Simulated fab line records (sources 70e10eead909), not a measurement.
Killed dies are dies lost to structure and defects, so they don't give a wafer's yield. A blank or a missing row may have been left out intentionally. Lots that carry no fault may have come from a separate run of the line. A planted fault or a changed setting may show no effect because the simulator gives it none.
Matching of chambers    flow nand harc    NHARC_A_CHANNEL_HOLE_D2_DESCUM_15 on rie diel-12 has 4 sister chambers
The step chemistry O2, time 3 s. 4 wafers are shown with their chamber, then 7 later ones without.

== EACH WAFER AND ITS CHAMBER ==
wafer   chamber  drypump motor current A (A)
L079.2  1        5.8
L079.5  0        5.9
L086.1  3        6.4
L086.2  2        5.9

== WAFERS WITH NO CHAMBER GIVEN ==
wafer   drypump motor current A (A)
L086.5  5.9
L089.2  5.8
L089.4  5.9
L089.6  6.5
L094.1  5.8
L094.2  6.5
L094.5  5.8

== EACH ONE'S CHAMBER ==
wafer   from the rows above           in truth
L086.5  can't be placed: 0 or 2 or 1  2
L089.2  can't be placed: 1 or 0 or 2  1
L089.4  can't be placed: 0 or 2 or 1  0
L089.6  3                             3
L094.1  can't be placed: 1 or 0 or 2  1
L094.2  3                             3
L094.5  can't be placed: 1 or 0 or 2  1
2 of 7 placed correctly. Cannot be placed on the basis of these rows: 5; the candidates contain the true chamber in 5. Number placed wrongly: 0.
How it was worked out, from the rows above alone: a wafer's distance from a chamber is the root of the sum, over the readings, of the square of ((its reading less the chamber's mean) divided by the reading's scatter). The wafer belongs to the nearest chamber; if the next one is less than 2 further off, it can't be placed. Each chamber's mean is taken over the wafers shown for it. The scatter (one wafer shown for each chamber): square how far every hidden wafer sits from the nearest shown wafer, average those squares and take the square root.
